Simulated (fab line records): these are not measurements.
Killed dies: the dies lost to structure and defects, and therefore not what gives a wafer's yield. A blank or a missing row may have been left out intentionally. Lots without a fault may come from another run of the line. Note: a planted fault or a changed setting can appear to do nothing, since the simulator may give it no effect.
Matching of chambers / flow nand_harc / NHARC_A_CONTACT_DEP_85 on pecvd-04 has 3 sister chambers
The step deposits SiON, target thk 50 nm. 3 wafers are shown with their chamber, then 12 later ones without.

WAFERS, EACH WITH ITS CHAMBER
wafer=L088.2; chamber=2; heater_power_w (W)=636
wafer=L086.4; chamber=0; heater_power_w (W)=671
wafer=L086.6; chamber=1; heater_power_w (W)=797

WAFERS MISSING THEIR CHAMBER
wafer=L085.2; heater_power_w (W)=943
wafer=L085.4; heater_power_w (W)=598
wafer=L085.6; heater_power_w (W)=961
wafer=L089.1; heater_power_w (W)=584
wafer=L089.2; heater_power_w (W)=963
wafer=L089.4; heater_power_w (W)=600
wafer=L095.1; heater_power_w (W)=652
wafer=L095.2; heater_power_w (W)=627
wafer=L095.3; heater_power_w (W)=865
wafer=L097.3; heater_power_w (W)=859
wafer=L097.4; heater_power_w (W)=537
wafer=L097.6; heater_power_w (W)=562

CHAMBER TAKEN BY EACH
wafer=L085.2; from the rows above=can't be placed: 1 or 0 or 2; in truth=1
wafer=L085.4; from the rows above=can't be placed: 2 or 0 or 1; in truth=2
wafer=L085.6; from the rows above=can't be placed: 1 or 0 or 2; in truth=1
wafer=L089.1; from the rows above=can't be placed: 2 or 0 or 1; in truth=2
wafer=L089.2; from the rows above=can't be placed: 1 or 0 or 2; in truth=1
wafer=L089.4; from the rows above=can't be placed: 2 or 0 or 1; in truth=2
wafer=L095.1; from the rows above=can't be placed: 2 or 0 or 1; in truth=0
wafer=L095.2; from the rows above=can't be placed: 2 or 0 or 1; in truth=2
wafer=L095.3; from the rows above=can't be placed: 1 or 0 or 2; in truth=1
wafer=L097.3; from the rows above=can't be placed: 1 or 0 or 2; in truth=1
wafer=L097.4; from the rows above=can't be placed: 2 or 0 or 1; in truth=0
wafer=L097.6; from the rows above=can't be placed: 2 or 0 or 1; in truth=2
0 of 12 placed correctly. These rows do not allow placing 12 (true chamber among the candidates in 12). 0 placed wrongly.
How it was worked out, from the rows above alone: a wafer's distance from a chamber is the root of the sum, over the readings, of the square of ((its reading less the chamber's mean) divided by the reading's scatter). The wafer belongs to the nearest chamber; if the next one is less than 2 further off, it can't be placed. A chamber's mean is the mean of its shown wafers. The scatter: root of mean squared gap, hidden wafer to nearest shown wafer, with one shown wafer a chamber.
